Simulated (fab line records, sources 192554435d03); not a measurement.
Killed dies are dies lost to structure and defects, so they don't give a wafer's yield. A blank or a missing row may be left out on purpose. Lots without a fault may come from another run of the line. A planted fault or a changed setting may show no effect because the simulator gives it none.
A struck lot beside a sound one | flow n5_finfet | 16 steps out of a route of 1938
Sound: wafers L234.1, L234.3, L234.4. Struck: wafers L236.1, L236.2, L236.5. The cause comes at the end.
At each step with rows: each side's tool, then ch and its chambers, then its first start. Under that, the readings that differ: sound wafers | struck wafers | difference of the means | sigmas: that difference in standard deviations of wafers without a fault.
alike: readings whose means differ by less than 2 such deviations, and words and numbers that are the same on both sides. not compared: withheld readings, readings that some wafer has no value for, bounds like >300 that may hide the same value, and numbers for which the record gives no deviation and whose values overlap.
The two part at a step that has a row with sigmas, a row that says differs or no value, or rows on one side only. Numbers that don't overlap but have no deviation are shown without sigmas and don't part them. A reading that every wafer of one side lacks parts them only if that side has two wafers or more.

first, 3 steps without rows for these wafers: N5_DUMMY_GATE_STRIP_38 (strips in N2/H2); N5_DUMMY_GATE_STRIP_39 (strips in N2/H2); N5_DUMMY_GATE_TRIM_49 (chemistry O2, time 29 s, target cd 14 nm).
N5_DUMMY_GATE_STRIP_40: strips in CF4.
  sound on rie_diel-02 ch 0,1,2, day 6 08:54; struck on rie_diel-02 ch 0,1,3, day 6 23:52
  alike: cf4_flow_sccm, chamber_pressure_mTorr, drypump_motor_current_A, oes_product_au, rf_vpp_V, showerhead_plenum_p_Torr, throttle_valve_pct
  not compared: rf_hours_counter_h
N5_DUMMY_GATE_CD_MEAS_50: target cd 14 nm.
  sound on cd_sem-03, day 6 08:57; struck on cd_sem-01, day 6 23:55
  alike: cd_nm
N5_DUMMY_GATE_ETCH_31: etches SiO2 in C4F6/O2, target depth 82.5 nm, time 27.5 s.
  sound on rie_diel-05 ch 0,1,2, day 6 09:00; struck on rie_diel-06 ch 1,2, day 6 23:58
  alike: C4F6_flow_sccm, O2_flow_sccm, chamber_pressure_mTorr, drypump_motor_current_A, oes_product_au, rf_vpp_V, showerhead_plenum_p_Torr, throttle_valve_pct
  not compared: rf_hours_counter_h
N5_DUMMY_GATE_STRIP_41: strips in O2.
  sound on rie_diel-05 ch 0,1,2, day 6 09:03; struck on rie_diel-06 ch 1,2, day 7 00:01
  alike: chamber_pressure_mTorr, drypump_motor_current_A, oes_product_au, rf_vpp_V, showerhead_plenum_p_Torr, throttle_valve_pct
  not compared: rf_hours_counter_h
N5_DUMMY_GATE_HM_OPEN_21: chemistry CH3F/O2, target SiNx, target depth 120 nm, time 171.4 s.
  sound on rie_diel-05 ch 0,1,2, day 6 09:05; struck on rie_diel-06 ch 1,2, day 7 00:03
  alike: O2_flow_sccm, chamber_pressure_mTorr, drypump_motor_current_A, oes_product_au, rf_vpp_V, showerhead_plenum_p_Torr, throttle_valve_pct
  not compared: rf_hours_counter_h
then, 2 steps without rows for these wafers: N5_DUMMY_GATE_ETCH_32 (etches SiO2 in CF4, target depth 3.5 nm, time 3.9 s); N5_DUMMY_GATE_ETCH_23 (etches poly-Si in HBr/Cl2/O2, target depth 41 nm, time 22.3 s).
N5_DUMMY_GATE_ETCH_44: etches poly-Si in HBr/O2, stops on SiO2, target depth 127.5 nm.
  sound on rie_si-05 ch 0,1,2, day 6 09:20; struck on rie_si-04 ch 0,1,3, day 7 00:18
  alike: HBr_flow_sccm, O2_flow_sccm, chamber_pressure_mTorr, drypump_motor_current_A, oes_product_au, throttle_valve_pct
  not compared: rf_hours_counter_h
N5_DUMMY_GATE_CD_MEAS_24: target cd 15 nm.
  sound on cd_sem-01, day 6 09:27; struck on cd_sem-03, day 7 00:25
  alike: cd_nm
N5_DUMMY_GATE_ETCH_42: etches SiO2 in CHF3/O2, target depth 3.5 nm, time 31 s.
  sound on rie_diel-05 ch 0,2,3, day 6 09:33; struck on rie_diel-02 ch 0,1,3, day 7 00:28
  no value came back on the struck wafers for any of 9 readings (CHF3_flow_sccm (sccm), O2_flow_sccm (sccm) and others); on the sound wafers CHF3_flow_sccm (sccm) reads 50.00 50.03 49.74
then, 1 step without rows for these wafers: N5_DUMMY_GATE_STRIP_48 (strips in N2/H2, time 20 s).
-- the record jumps here: 8 days lie between the struck wafers' starts before and after (it left off in module DUMMY_GATE and takes up again in module BEOL_M4, whose first step shown is number 1111 of the route) --
N5_BEOL_M4_RC_MEAS_101:
  sound on prober-02 ch 0, day 15 11:40; struck on prober-01 ch 0, day 14 17:26
  reading       | sound       | struck      | difference | sigmas
  ION_N (uA/um) | 661 664 633 | 685 686 677 | +30        | +2
  alike: DIBL_N, DIBL_P, IOFF_N, IOFF_P, ION_P, SS_N, SS_P, VT_N, VT_P
-- the record jumps here: 5 days lie between the struck wafers' starts before and after (it left off in module BEOL_M4 and takes up again in module PASSIVATION, whose first step shown is number 1936 of the route) --
N5_PASSIVATION_PROBE_49:
  sound on prober-02, day 20 13:01; struck on prober-01, day 19 15:45
  reading              | sound   | struck | difference | sigmas
  sort_bin_8_speed (%) | 0 0 5.0 | 0 0 0  | -2         | -4
  alike: defect_limited_yield, killed_at_M0_to_M3, killed_at_M4_up, killed_at_contacts, killed_at_front_end, killed_at_other, killed_dies, killed_open, killed_short, sort_bin_4_leakage, sort_bin_5_function, sort_bin_6_memory, sort_n_pass, sort_yield_pct

WHERE THEY PART
First at N5_DUMMY_GATE_ETCH_42; last, within this record, at N5_PASSIVATION_PROBE_49.

WHY: what the simulator had put in
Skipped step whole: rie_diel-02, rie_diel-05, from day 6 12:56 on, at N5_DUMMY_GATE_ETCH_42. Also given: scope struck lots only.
